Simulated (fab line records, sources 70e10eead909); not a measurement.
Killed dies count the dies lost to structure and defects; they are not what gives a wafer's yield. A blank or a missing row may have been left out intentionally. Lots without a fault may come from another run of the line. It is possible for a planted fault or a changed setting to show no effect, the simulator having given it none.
Which tool did it? | flow nand harc | at 1 step of a route of 1159, 12 lots with 36 wafers sampled

WHAT THE GAUGES SHOWED, per wafer
NHARC_P_M1_INSPECT_27.
lot  | measured     | on                | raw defect count
L074 | day 6 06:53  | defect inspect-02 | 311 382 744
L078 | day 7 00:23  | defect inspect-02 | 338 179 183
L080 | day 7 07:05  | defect inspect-02 | 148 161 279
L081 | day 8 00:31  | defect inspect-02 | 293 230 291
L083 | day 8 02:23  | defect inspect-02 | 296 442 268
L084 | day 8 16:38  | defect inspect-02 | 266 292 169
L086 | day 9 10:37  | defect inspect-02 | 210 312 309
L089 | day 10 05:17 | defect inspect-02 | 202 531 147
L091 | day 10 12:15 | defect inspect-02 | 375 344 314
L092 | day 10 12:56 | defect inspect-01 | 349 349 569
L095 | day 11 05:57 | defect inspect-01 | 435 290 263
L097 | day 11 22:23 | defect inspect-01 | 250 274 257

WHICH TOOL RAN EACH LOT (tool, then ch and the chambers of the sampled wafers, then the start)
No process step before these readings appears in the record.

THE ANSWER, worked out from the rows above alone
Rule: the lots themselves supply what counts as usual. Put in order of their means at a reading, lots are off if they are a third of the lots or fewer, leave a main group of 4 or more, and stand apart from it by a gap of 3 or more times the standard deviation of the main group's means; of several such gaps the widest counts. Not used: any main group whose means are identical at the precision the tables above print for the reading. A lot without any number at a reading at which 4 lots or more have one is off too. The other lots that the step has rows for count as sound.
No lot is off at any reading shown: from this, nothing can be told.

WHAT THE SIMULATOR HAD INSERTED
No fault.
